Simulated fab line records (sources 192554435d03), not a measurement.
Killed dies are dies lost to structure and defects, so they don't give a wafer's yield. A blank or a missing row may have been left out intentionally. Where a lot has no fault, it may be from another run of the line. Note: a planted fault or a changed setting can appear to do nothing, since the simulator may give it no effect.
fab line records | flow n5-finfet
record: lots: 7 wafers: 20 last-day: 18
route steps=1938 shown BEOL_M4@1111 BEOL_M8@1374 BEOL_M15@1830 PASSIVATION@1936
lots with no fault: from the same line, run without faults
start-h: start of the lot's first displayed wafer, in hours after the record's first day | wait-h: how many hours have passed since the lot's step before this one | " the same as in the row above | L1.1+2: one row covering several wafers at once | - no value, or no start given | * or withheld: withheld | < > ~ a bound
route shown NAME@n: names a module that has steps shown in the file, with the first one's number in the route | usual: mean/standard deviation of fault-free wafers | same: alike in all rows | chamber/n: place in a boat | sites: per-site readings | _std_site: their standard deviation | _edge_site: outer sites' mean less inner sites' | radius-mm: how far each site lies from the wafer's centre | mask NAME#n: copy n | behind: the tool/chamber that last shaped the wafer | hold: why the lot went on hold/how many hours it stayed there/how the hold came to an end | device: which transistor (n, p or np) failed to switch | end of line: the same wafers' tests at the end of the route | a step without rows: its recipe alone | killed: count of dies lost to structure and defects at first sort (not the wafer's yield) | map: a wafer's dies, x killed, . not, _ none there
set.NAME: the setting as run; set.NAME@STEP: as run at that earlier step | model.NAME: the simulator's own value behind a step, which no gauge read
one table for each step of the route and one row for each wafer, over a sample of lots
services: when a tool's chamber went out of use (start-h, in hours from the record's first day, below 0 if earlier), for how many hours, and the reason
== steps ==
step: N5_BEOL_M4_RC_MEAS_101
usual: DIBL_N: 36.2/1.6 DIBL_P: 36.1/2 IOFF_N: 0.16/0.032 IOFF_P: 0.22/0.036 ION_N: 672/11 ION_P: 463/7.5 SS_N: 71.4/0.58 SS_P: 73.2/0.67 VT_N: 250/3.3 VT_P: -250/3.3
columns lot.wafer tool chamber start-h wait-h DIBL_N[mV/V] DIBL_P[mV/V] IOFF_N[nA/um] IOFF_P[nA/um] ION_N[uA/um] ION_P[uA/um] SS_N[mV/dec] SS_P[mV/dec] VT_N[mV] VT_P[mV]
L315.2 prober-02 0 172.98 0.2 36.6 37.3 0.13 0.17 652 446 71.1 72.5 254 -257
L315.3 " 0 " " 37.2 38.7 0.17 0.19 679 456 72.3 74.0 247 -251
L315.5 " 0 " " 34.5 35.6 0.12 0.15 660 444 70.7 72.3 255 -256
L320.2 prober-01 0 200.53 0.2 37.3 36.4 0.17 0.23 673 467 71.5 73.2 250 -247
L320.5 " 0 " " 36.5 34.5 0.17 0.20 678 459 71.8 72.7 247 -249
L320.6 " 0 " " 34.3 33.2 0.13 0.18 668 457 70.1 72.1 249 -250
L326.3 prober-01 0 238.21 0.3 36.7 37.5 0.18 0.27 681 474 72.1 73.8 247 -243
L326.5 " 0 " " 36.0 36.4 0.15 0.24 677 471 71.7 73.5 250 -247
L332.1 prober-02 0 273.13 0.0 34.6 34.6 0.12 0.18 661 458 71.6 72.5 254 -253
L332.2 " 0 " " 35.1 35.6 0.13 0.19 667 461 71.1 72.6 254 -250
L332.5 " 0 " " 36.8 38.2 0.15 0.23 679 470 72.1 73.9 251 -250
L335.2 prober-02 0 305.23 0.2 40.5 38.1 0.21 0.27 666 462 71.8 73.7 246 -247
L335.4 " 0 " " 37.6 34.2 0.15 0.20 660 462 71.4 72.6 250 -250
L335.5 " 0 " " 38.3 34.9 0.16 0.20 653 457 71.7 72.8 251 -250
L334.1 prober-02 0 317.33 0.0 35.7 34.4 0.15 0.18 675 458 71.3 73.4 250 -255
L334.4 " 0 " " 35.1 34.1 0.15 0.17 665 449 71.9 73.3 252 -251
L334.5 " 0 " " 36.1 35.5 0.16 0.19 679 455 71.9 73.0 249 -251
L338.1 prober-02 0 339.85 0.0 38.7 39.5 0.20 0.25 694 469 72.4 73.6 244 -246
L338.5 " 0 " " 36.5 37.2 0.16 0.22 679 470 72.2 73.4 250 -247
L338.6 " 0 " " 34.7 35.7 0.13 0.20 661 465 71.4 72.2 252 -252
step: N5_BEOL_M8_VIA_ETCH_34
recipe: chemistry: C4F6/O2 target: SiCOH_lowk target-depth-a: 1255 mask-material: SOC taper-deg: 4 time-s: 50.5 ion-energy-ev: 250 pressure-mtorr: 30 source-w: 345 bias-w: 185 Ar_flow_sccm: 300 C4F6_flow_sccm: 10 O2_flow_sccm: 10
usual: drypump-motor-current-A: 5.7/0.54 oes_ar_750_au: 0.84/0.083 oes-product-au: 0.84/0.088 rf-vpp-V: 661/10 showerhead-plenum-p-Torr: 2.87/0.12 throttle-valve-pct: 20.79/0.22
columns lot.wafer tool chamber start-h wait-h drypump-motor-current-A oes_ar_750_au oes-product-au rf-hours-counter-h rf-vpp-V showerhead-plenum-p-Torr throttle-valve-pct
L315.2 rie-diel-01 3 209.01 0.0 6.0 0.89 0.89 26 656 2.81 20.99
L315.3 " 2 " " 5.1 0.96 0.95 10 673 2.79 20.36
L315.5 " 1 " " 6.7 0.92 0.93 - 654 2.79 20.91
L320.2 rie-diel-02 2 241.76 0.0 5.5 0.90 0.90 31 671 3.02 20.82
L320.5 " 2 " " 5.5 0.90 0.90 - 669 3.02 20.82
L320.6 " 0 " " 5.6 0.71 0.70 - 646 2.69 20.88
L326.3 rie-diel-02 2 275.58 0.0 5.4 0.88 0.89 43 669 3.01 20.83
L326.5 " 2 " " 5.4 0.89 0.89 - 669 3.01 20.84
L332.1 rie-diel-02 0 306.90 0.0 5.6 0.70 0.68 235 646 2.68 20.92
L332.2 " 2 " " 5.4 0.86 0.86 57 668 3.01 20.85
L332.5 " 0 " " 5.6 0.70 0.69 - 645 2.68 20.92
L335.2 rie-diel-02 3 340.50 0.0 6.5 0.96 0.96 7 663 3.02 20.29
L335.4 " 2 " " 5.4 0.85 0.84 69 669 3.00 20.89
L335.5 " 1 " " 5.4 0.87 0.88 - 674 3.03 20.76
L334.1 rie-diel-06 0 352.37 0.0 5.5 0.86 0.86 61 640 2.99 20.76
L334.4 " 1 " " 4.9 0.75 0.75 179 679 2.84 20.76
L334.5 " 2 " " 5.5 0.79 0.79 - 662 2.84 21.13
L338.1 rie-diel-02 2 376.33 0.0 5.4 0.82 0.83 84 668 3.00 20.88
L338.5 " 1 " " 5.4 0.87 0.87 - 672 3.02 20.78
L338.6 " 2 " " 5.4 0.82 0.83 - 669 2.99 20.90
step: N5_BEOL_M8_DEGAS_44
recipe: ambient: vacuum temp-c: 250 time-s: 60
usual: heater-power-w: 319/37
columns lot.wafer tool chamber start-h wait-h heater-power-w
L315.2 pvd-sputter-01 - 209.78 0.2 360
L315.3 " - " " 286
L315.5 " - " " 291
L320.2 pvd-sputter-01 - 242.88 0.5 346
L320.5 " - " " 291
L320.6 " - " " 286
L326.3 pvd-sputter-01 - 276.35 0.2 281
L326.5 " - " " 290
L332.1 pvd-sputter-02 - 308.07 0.6 338
L332.2 " - " " 415
L332.5 " - " " 349
L335.2 pvd-sputter-03 - 341.84 0.8 316
L335.4 " - " " 290
L335.5 " - " " 313
L334.1 pvd-sputter-03 - 353.34 0.4 283
L334.4 " - " " 308
L334.5 " - " " 306
L338.1 pvd-sputter-02 - 378.72 1.9 421
L338.5 " - " " 350
L338.6 " - " " 308
step: N5_BEOL_M8_ALD_77
recipe: material: TaN target-thk-a: 20 temp-c: 275 ald-precursor-family: PDMAT ald-co-reactant: NH3 pressure-torr: 3 carrier-flow-sccm: 1500 pulse-time-s: 2 purge-time-s: 3 co-reactant-purge-time-s: 2 co-reactant-pulse-time-s: 3 ald-cycles: 40 precursor-vessel-temp-c: 75 precursor-vessel-pressure-torr: 26.25 precursor-vessel-carrier-sccm: 1000
usual: ald-cycles: 40/0 heater-power-w: 410/40 precursor-vessel-pressure-torr: 26.25/0.05
columns lot.wafer tool chamber start-h wait-h ald-cycles heater-power-w precursor-vessel-pressure-torr
L315.2 ald-metal-03 3 209.88 0.0 40 485 26.20
L315.3 " 1 " " 40 448 26.23
L315.5 " 2 " " 40 413 26.21
L320.2 ald-metal-03 3 242.98 0.0 40 481 26.13
L320.5 " 0 " " 40 383 26.25
L320.6 " 1 " " 40 443 26.22
L326.3 ald-metal-03 1 276.46 0.0 13 444 26.18
L326.5 " 3 " " 40 482 26.27
L332.1 ald-metal-01 1 308.20 0.1 40 338 26.32
L332.2 " 2 " " 40 366 26.20
L332.5 " 2 " " 40 370 26.22
L335.2 ald-metal-01 1 341.95 0.0 40 344 26.19
L335.4 " 0 " " 40 430 26.23
L335.5 " 0 " " 40 421 26.15
L334.1 ald-metal-03 2 353.46 0.1 40 405 26.27
L334.4 " 0 " " 40 371 26.21
L334.5 " 1 " " 40 440 26.31
L338.1 ald-metal-04 0 378.82 0.0 40 376 26.31
L338.5 " 3 " " 40 410 26.20
L338.6 " 0 " " 40 379 26.25
step: N5_BEOL_M8_DEP_56
recipe: material: SiCN target-thk-a: 100 temp-c: withheld precursor: 3MS/NH3 pressure-torr: 3 rf-w: 202 time-s: 17.5
usual: showerhead-plenum-p-Torr: 3.667/0.013 throttle-valve-pct: 9.0/0.95
columns lot.wafer tool chamber start-h wait-h showerhead-plenum-p-Torr throttle-valve-pct
L315.2 pecvd-01 0 211.32 0.0 3.694 9.5
L315.3 " 1 " " 3.660 8.7
L315.5 " 0 " " 3.689 9.5
L320.2 pecvd-04 2 244.35 0.0 3.645 8.6
L320.5 " 2 " " 3.652 8.3
L320.6 " 0 " " 3.674 11.2
L326.3 pecvd-04 0 278.07 0.0 3.662 11.2
L326.5 " 2 " " 3.648 8.4
L332.1 pecvd-04 1 310.94 0.0 3.664 9.3
L332.2 " 2 " " 3.646 8.2
L332.5 " 0 " " 3.665 11.3
L335.2 pecvd-03 0 343.77 0.0 3.677 8.9
L335.4 " 0 " " 3.673 8.8
L335.5 " 1 " " 3.688 9.6
L334.1 pecvd-03 2 355.33 0.0 3.658 8.8
L334.4 " 0 " " 3.662 8.6
L334.5 " 2 " " 3.663 9.0
L338.1 pecvd-01 0 381.49 0.0 3.690 9.8
L338.5 " 0 " " 3.681 9.9
L338.6 " 1 " " 3.661 8.7
step: N5_BEOL_M15_RC_MEAS_101
usual: COMB_M10: 1.39e-11/3e-12 COMB_M11: 1.5e-11/3.3e-12 COMB_M11_max_site: 2.1e-11/5.2e-12 COMB_M12: 6.2e-12/1.3e-12 COMB_M12_max_site: 9.1e-12/2.3e-12 COMB_M13: 4.6e-12/1e-12 COMB_M14: 3.7e-12/8.7e-13 COMB_M15: 2.3e-12/6.9e-13 COMB_M5: 3.6e-11/6.7e-12 COMB_M6: 2.6e-11/5e-12 COMB_M7: 2.5e-11/5.6e-12 COMB_M8: 2.6e-11/4.6e-12 COMB_M8_max_site: 3.7e-11/7.8e-12 COMB_M9: 1.42e-11/2.8e-12 SERP_M10: 3.07/0.099 SERP_M10_max_site: 3.15/0.11 SERP_M11: 3.09/0.11 SERP_M12: 0.632/0.018 SERP_M13: 0.308/0.005 SERP_M13_max_site: 0.311/0.0053 SERP_M14: 0.160/0.0047 SERP_M14_max_site: 0.162/0.0049 SERP_M5: 38.9/1.6 SERP_M5_max_site: 40.8/1.9 SERP_M6: 14.2/0.59 SERP_M7: 14.0/0.59 SERP_M8: 13.7/0.54 SERP_M8_max_site: 14.2/0.54 SERP_M9: 3.11/0.11 SERP_M9_max_site: 3.21/0.12
columns lot.wafer tool chamber start-h wait-h COMB_M10[S/m] COMB_M11[S/m] COMB_M11_max_site[S/m] COMB_M12[S/m] COMB_M12_max_site[S/m] COMB_M13[S/m] COMB_M14[S/m] COMB_M15[S/m] COMB_M5[S/m] COMB_M6[S/m] COMB_M7[S/m] COMB_M8[S/m] COMB_M8_max_site[S/m] COMB_M9[S/m] SERP_M10[ohm/um] SERP_M10_max_site[ohm/um] SERP_M11[ohm/um] SERP_M12[ohm/um] SERP_M13[ohm/um] SERP_M13_max_site[ohm/um] SERP_M14[ohm/um] SERP_M14_max_site[ohm/um] SERP_M5[ohm/um] SERP_M5_max_site[ohm/um] SERP_M6[ohm/um] SERP_M7[ohm/um] SERP_M8[ohm/um] SERP_M8_max_site[ohm/um] SERP_M9[ohm/um] SERP_M9_max_site[ohm/um]
L315.2 prober-01 0 270.77 0.3 1.11e-11 1.4e-11 2e-11 7.8e-12 1.22e-11 3.7e-12 3.1e-12 2.2e-12 2.4e-11 2.8e-11 1.9e-11 3.2e-11 4e-11 1.74e-11 3.04 3.10 3.17 0.635 0.307 0.312 0.167 0.168 35.4 38.2 14.8 13.8 12.9 14.1 3.07 3.16
L315.3 " 0 " " 1.3e-11 1e-11 1.5e-11 6.1e-12 9.5e-12 4.7e-12 3.1e-12 2e-12 3.2e-11 2.6e-11 2.9e-11 2.6e-11 3.5e-11 1.35e-11 3.00 3.14 3.11 0.647 0.313 0.315 0.162 0.163 39.3 42.5 14.4 13.0 13.5 14.0 3.09 3.17
L315.5 " 0 " " 1.24e-11 1.2e-11 2e-11 6.4e-12 1e-11 5.1e-12 4.1e-12 3.9e-12 2.6e-11 2.4e-11 2.4e-11 2.5e-11 3.4e-11 1.29e-11 3.12 3.20 3.12 0.624 0.308 0.311 0.159 0.162 36.5 38.6 14.7 13.1 13.0 13.5 3.09 3.21
L320.2 prober-02 0 296.57 0.2 9.7e-12 1.4e-11 1.8e-11 5.2e-12 7.4e-12 7.1e-12 2.5e-12 3.1e-12 4.5e-11 2.4e-11 2.8e-11 2.9e-11 5.4e-11 1.16e-11 3.06 3.16 3.20 0.628 0.309 0.313 0.159 0.161 37.0 38.4 13.8 14.1 13.8 14.0 3.16 3.23
L320.5 " 0 " " 1.26e-11 2e-11 2.7e-11 5.9e-12 8.7e-12 4.3e-12 3e-12 1.6e-12 3.9e-11 2.5e-11 2.5e-11 2.7e-11 3.3e-11 1.79e-11 3.17 3.23 3.11 0.639 0.306 0.312 0.157 0.160 39.8 41.3 13.5 14.0 14.1 14.5 3.16 3.21
L320.6 " 0 " " 1.76e-11 1.7e-11 2.3e-11 4.9e-12 8.1e-12 4.3e-12 3.2e-12 2.3e-12 4e-11 2.2e-11 2.6e-11 3.5e-11 4.1e-11 9.7e-12 3.21 3.25 3.20 0.615 0.312 0.318 0.157 0.158 38.9 39.9 12.7 13.8 14.1 14.6 3.20 3.29
L326.3 prober-02 0 328.07 0.3 1.1e-11 1.7e-11 2.4e-11 6.9e-12 1.01e-11 3.7e-12 3.1e-12 1.9e-12 3.4e-11 2.6e-11 2e-11 9.27e-10 1.238e-09 1.44e-11 3.08 3.13 3.06 0.624 0.311 0.317 0.158 0.159 41.9 43.6 13.5 13.9 11.8 11.9 2.97 3.14
L326.5 " 0 " " 1.66e-11 1.3e-11 1.5e-11 4.9e-12 7.2e-12 3.6e-12 2.8e-12 3e-12 3.6e-11 2.7e-11 2e-11 3.7e-11 4.7e-11 1.36e-11 3.17 3.26 3.04 0.623 0.312 0.317 0.163 0.165 40.4 41.8 13.4 13.3 13.2 13.5 3.03 3.12
L332.1 prober-01 0 360.65 0.0 1.73e-11 1.8e-11 2e-11 7.9e-12 1.03e-11 4.8e-12 4e-12 2.7e-12 3.2e-11 2.5e-11 2.5e-11 3.1e-11 4.4e-11 1.57e-11 2.99 3.09 2.99 0.616 0.309 0.315 0.156 0.157 41.4 43.8 14.7 13.2 12.7 13.5 3.17 3.32
L332.2 " 0 " " 2.28e-11 1.3e-11 2.9e-11 5.5e-12 9.2e-12 4.3e-12 4.6e-12 3.4e-12 2.3e-11 2.6e-11 1.5e-11 3.1e-11 4.4e-11 1.23e-11 3.24 3.36 3.04 0.633 0.308 0.308 0.158 0.159 40.2 41.5 14.2 14.1 13.6 14.1 3.03 3.06
L332.5 " 0 " " 1.33e-11 1e-11 1.8e-11 7.4e-12 9.4e-12 4.5e-12 3.6e-12 2.7e-12 2.9e-11 2.2e-11 2.3e-11 2.7e-11 3.4e-11 1.94e-11 3.17 3.25 2.97 0.607 0.309 0.315 0.165 0.167 40.9 42.2 14.0 14.4 13.6 14.0 3.00 3.14
L335.2 prober-01 0 391.27 0.2 9.9e-12 1.7e-11 2.6e-11 3.9e-12 5.7e-12 4.1e-12 4.7e-12 2.7e-12 4.7e-11 3.3e-11 2.2e-11 2.3e-11 3.1e-11 1.59e-11 3.08 3.13 3.26 0.641 0.301 0.304 0.171 0.172 40.4 41.0 14.2 13.6 13.5 13.9 3.14 3.17
L335.4 " 0 " " 1.49e-11 1.5e-11 1.8e-11 4.7e-12 7.7e-12 3.8e-12 4.4e-12 2.9e-12 3.1e-11 2.1e-11 2.6e-11 2.8e-11 3.2e-11 1.47e-11 3.27 3.32 3.16 0.616 0.311 0.312 0.164 0.165 37.8 38.9 14.2 13.8 14.0 14.3 3.20 3.26
L335.5 " 0 " " 1.3e-11 2.3e-11 3.2e-11 4.5e-12 5.9e-12 3.7e-12 3.9e-12 3.2e-12 5.4e-11 2.6e-11 2.4e-11 2.6e-11 2.9e-11 1.26e-11 3.15 3.23 3.17 0.631 0.300 0.305 0.168 0.170 40.2 41.3 14.6 13.5 14.6 14.8 3.18 3.28
L334.1 prober-02 0 402.16 0.0 1.69e-11 1.8e-11 2.6e-11 5.8e-12 1e-11 4.1e-12 2.5e-12 2.6e-12 3.4e-11 2.1e-11 2.3e-11 3.2e-11 5.7e-11 1.19e-11 3.00 3.04 3.12 0.648 0.317 0.320 0.171 0.173 37.7 38.8 14.4 14.1 14.2 14.7 3.15 3.19
L334.4 " 0 " " 1.24e-11 1.6e-11 2.1e-11 5.5e-12 1.22e-11 3.9e-12 3.7e-12 2.1e-12 3.1e-11 2.4e-11 2.5e-11 3.4e-11 4.5e-11 1.87e-11 3.03 3.11 2.99 0.676 0.301 0.307 0.154 0.156 36.3 37.6 15.7 13.9 14.2 14.6 3.27 3.34
L334.5 " 0 " " 1.44e-11 2e-11 3e-11 4.2e-12 5.9e-12 3.6e-12 3.9e-12 1.1e-12 2.8e-11 2.5e-11 2.3e-11 2.8e-11 3.6e-11 1.26e-11 2.91 3.05 3.04 0.649 0.311 0.313 0.156 0.158 38.2 40.2 14.1 13.7 14.3 14.6 3.29 3.34
L338.1 prober-01 0 424.61 0.0 1.22e-11 2e-11 2.6e-11 8.9e-12 1.01e-11 4.3e-12 2.5e-12 2.5e-12 3.9e-11 3.2e-11 2.1e-11 3.3e-11 3.7e-11 1.7e-11 3.17 3.26 3.23 0.612 0.306 0.308 0.156 0.157 41.8 43.4 14.5 14.0 14.2 15.1 3.16 3.22
L338.5 " 0 " " 1.4e-11 2.2e-11 3.4e-11 5.8e-12 6.7e-12 5.3e-12 2.2e-12 3.2e-12 4.1e-11 2.2e-11 2.2e-11 2.2e-11 3e-11 1.7e-11 3.25 3.37 3.13 0.614 0.302 0.303 0.154 0.155 36.5 38.2 14.2 14.0 14.0 14.8 3.03 3.12
L338.6 " 0 " " 1.15e-11 1.6e-11 3e-11 6.1e-12 1.37e-11 4.7e-12 3.3e-12 2.6e-12 3e-11 2.7e-11 2.8e-11 2.3e-11 3.4e-11 2e-11 3.03 3.08 2.95 0.646 0.307 0.312 0.165 0.167 38.3 40.3 13.7 13.8 14.9 15.6 3.19 3.29
sites COMB_M8 radius-mm=0,75,75,75,75,140,140,140,140
L315.2 4e-11 2.1e-11 3.2e-11 3.2e-11 2.2e-11 3.2e-11 4e-11 1.8e-11 2.8e-11
L320.2 2.4e-11 4.3e-11 4.3e-11 2.5e-11 2.9e-11 2.3e-11 3.5e-11 5.4e-11 2.5e-11
L326.3 8.37e-10 1e-09 1.074e-09 1.238e-09 8.37e-10 9.27e-10 9.72e-10 8.68e-10 7.44e-10
L332.1 3.9e-11 2.6e-11 4.1e-11 2.7e-11 3e-11 2.6e-11 3.5e-11 4.4e-11 3.1e-11
L335.2 2.2e-11 2.8e-11 3.1e-11 2.3e-11 1.8e-11 2.3e-11 2.6e-11 2.1e-11 2.3e-11
L334.1 2.5e-11 3.8e-11 2.8e-11 2.3e-11 2.4e-11 3.2e-11 3.4e-11 5.7e-11 3.3e-11
L338.1 2.7e-11 3.7e-11 3.7e-11 2.8e-11 3.1e-11 3.5e-11 3.4e-11 3.3e-11 2.7e-11
sites SERP_M8 radius-mm=0,75,75,75,75,140,140,140,140
L315.2 12.4 12.7 12.9 12.6 12.9 13.8 14.1 14.1 13.8
L320.2 13.4 14.0 13.9 13.8 13.3 13.3 13.8 13.9 13.6
L326.3 11.3 11.3 11.8 11.3 11.9 11.8 11.9 11.7 11.9
L332.1 12.5 13.3 12.4 12.6 12.7 13.2 12.6 13.5 13.3
L335.2 13.5 13.8 13.4 13.5 13.9 13.1 12.8 13.6 12.6
L334.1 13.8 14.3 14.0 13.8 14.2 14.7 14.0 14.7 14.3
L338.1 15.1 14.5 14.6 14.2 14.5 14.0 13.6 13.5 13.5
step: N5_PASSIVATION_PROBE_49
usual: defect-limited-yield: 91.4/1.3 killed_at_M0_to_M3: 34/10 killed_at_M4_up: 14/5.6 killed-at-contacts: 13/5.9 killed-at-front-end: 37/9.9 killed-at-other: 3.5/2.8 killed-dies: 101/15 killed-open: 67/12 killed-short: 32/6.6 sort_bin_4_leakage: 0.00/0.014 sort_bin_5_function: 5.0/0.81 sort_bin_6_memory: 3.2/0.66 sort_bin_8_speed: 0.00/0.007 sort-n-pass: 1079/15 sort-yield-pct: 91.4/1.3
same: gross-dies: 1180 killed-at-back-side: 0
columns lot.wafer tool chamber start-h wait-h defect-limited-yield[%] killed_at_M0_to_M3 killed_at_M4_up killed-at-contacts killed-at-front-end killed-at-other killed-dies killed-open killed-short sort_bin_4_leakage[%] sort_bin_5_function[%] sort_bin_6_memory[%] sort_bin_8_speed[%] sort-n-pass sort-yield-pct[%]
L326.3 prober-01 - 342.38 0.1 82.5 17 131 16 35 8 207 52 30 10.25 3.6 2.7 0 973 82.5
L326.5 prober-01 - 342.48 0.2 92.3 20 11 18 39 3 91 58 30 0 5.1 2.2 0 1089 92.3
killed by level:class
L326.3 M8:area-ald=121 MOL_CONTACT_COAG:geometric-particle:open=14 FIN_SAQP:geometric-particle:short=8 FIN_SAQP:geometric-particle:open=7 BEOL_M4:geometric-particle:open=6 STI_FIN_REVEAL:geometric-particle:open=5 BEOL_M0_SAQP:geometric-particle:short=4 BEOL_M2:geometric-particle:open=4
L326.5 MOL_CONTACT_COAG:geometric-particle:open=15 FIN_SAQP:geometric-particle:open=9 FIN_SAQP:geometric-particle:short=7 BEOL_M0:geometric-particle:open=6 BEOL_M0_SAQP:geometric-particle:open=6 DUMMY_GATE:geometric-particle:open=5 GATE_CUT:geometric-particle:open=4 STARTING-WAFER:geometric-particle:short=4
== services ==
columns tool chamber start-h hours kind
pecvd-04 0 185.10 15.7 repair
ald-metal-04 - 195.52 1.3 repair
pecvd-03 - 200.41 0.4 repair
pvd-sputter-02 - 207.32 1.6 repair
ald-metal-01 - 209.05 2.8 pm
rie-diel-02 1 209.60 1.2 repair
rie-diel-06 2 212.80 6.6 repair
pecvd-03 0 214.70 6.0 repair
ald-metal-04 1 215.41 3.4 repair
ald-metal-04 - 216.21 1.7 repair
rie-diel-02 1 219.98 - clean
rie-diel-02 1 219.98 - consumable-replace:focus-ring
pecvd-04 - 229.60 7.4 repair
ald-metal-04 - 229.63 0.5 repair
rie-diel-01 0 231.78 6.0 repair
rie-diel-02 0 262.90 4.5 repair
ald-metal-04 3 267.18 11.2 repair
pecvd-01 0 272.18 70.1 repair
ald-metal-03 2 285.65 7.0 repair
pecvd-03 - 309.27 0.5 repair
pecvd-04 - 319.34 11.9 repair
rie-diel-06 0 323.70 2.2 repair
ald-metal-04 - 334.58 0.3 repair
pecvd-03 - 358.62 2.8 repair
== key ==
first-sign: step: N5_BEOL_M8_ALD_77 reading: ald-cycles direction: down sigmas: 99+ usual: * struck: *
effect: step: N5_BEOL_M15_RC_MEAS_101 reading: COMB_M8 direction: up sigmas: 99+ usual: 2.6e-11 struck: 9.27e-10
effect: step: N5_PASSIVATION_PROBE_49 reading: sort_bin_4_leakage direction: up sigmas: 99+ usual: 0.00 struck: 10.25
more-kills-born-at: N5_BEOL_M8_ALD_77@ald-metal-03: 121
met-at N5_BEOL_M8_ALD_77
struck-lots L326
struck-wafers L326.3
not-acting-at N5_BEOL_M8_VIA_ETCH_34,N5_BEOL_M8_DEGAS_44,N5_BEOL_M8_DEP_56
onset-between 242.98 276.46
fault: kind: process-parameter-drift tool: ald-metal-03 chamber: - onset-h: 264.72 steps: N5_BEOL_M8_ALD_77 channel: ald-cycles offset: * shape: step end-h: 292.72 scope: struck-wafers-only acts-in: * stated: *
